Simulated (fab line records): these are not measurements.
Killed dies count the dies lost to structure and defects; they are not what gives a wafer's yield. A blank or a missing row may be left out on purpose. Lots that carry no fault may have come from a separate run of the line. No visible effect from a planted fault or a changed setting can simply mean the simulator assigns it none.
Chamber matching | flow nand harc | NHARC_A_CHANNEL_FILL_D1_ALD_14 on ald hk-03: 4 sister chambers
The step deposits SiO2, target thk 2.5 nm, pulse time 10 s, ald cycles 25. 8 wafers are shown with their chamber, then 12 later ones without.

WAFERS, EACH WITH ITS CHAMBER
wafer  | chamber | heater power w (W) | precursor pulse height rel
L084.6 | 2       | 482                | 0.986
L085.5 | 0       | 478                | 1.041
L088.1 | 1       | 432                | 0.989
L088.3 | 0       | 490                | 1.002
L088.5 | 2       | 471                | 1.032
L086.1 | 3       | 480                | 1.000
L086.3 | 1       | 428                | 0.965
L086.5 | 3       | 487                | 1.045

WAFERS WHOSE CHAMBER IS MISSING
wafer  | heater power w (W) | precursor pulse height rel
L087.2 | 495                | 1.002
L087.3 | 479                | 0.966
L087.4 | 471                | 0.990
L087.1 | 430                | 0.970
L087.5 | 466                | 1.006
L087.6 | 478                | 0.975
L091.4 | 495                | 1.018
L091.5 | 476                | 1.010
L091.6 | 429                | 1.012
L095.3 | 481                | 1.008
L095.5 | 494                | 1.007
L095.6 | 434                | 0.992

CHAMBER TAKEN BY EACH
wafer  | from the rows above          | in truth
L087.2 | can't be placed: 0 or 3 or 2 | 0
L087.3 | can't be placed: 2 or 0 or 3 | 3
L087.4 | can't be placed: 2 or 3 or 0 | 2
L087.1 | 1                            | 1
L087.5 | can't be placed: 2 or 3 or 0 | 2
L087.6 | can't be placed: 2 or 3 or 0 | 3
L091.4 | can't be placed: 0 or 3 or 2 | 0
L091.5 | can't be placed: 2 or 3 or 0 | 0
L091.6 | 1                            | 1
L095.3 | can't be placed: 3 or 0 or 2 | 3
L095.5 | can't be placed: 0 or 3 or 2 | 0
L095.6 | 1                            | 1
Correctly placed: 3 of 12. Not placeable from these rows: 9 (in 9, the candidates include the true chamber). 0 placed wrongly.
How it was worked out, from the rows above alone: a wafer's distance from a chamber is the root of the sum, over the readings, of the square of ((its reading less the chamber's mean) divided by the reading's scatter). If the next closest chamber is less than 2 further off than the closest, the wafer can't be placed; otherwise it belongs to the closest. Each chamber's mean is taken over the wafers shown for it. The scatter: take each reading less its chamber's mean, square it, sum over the shown wafers, divide by the number of wafers less the number of chambers, and take the root.
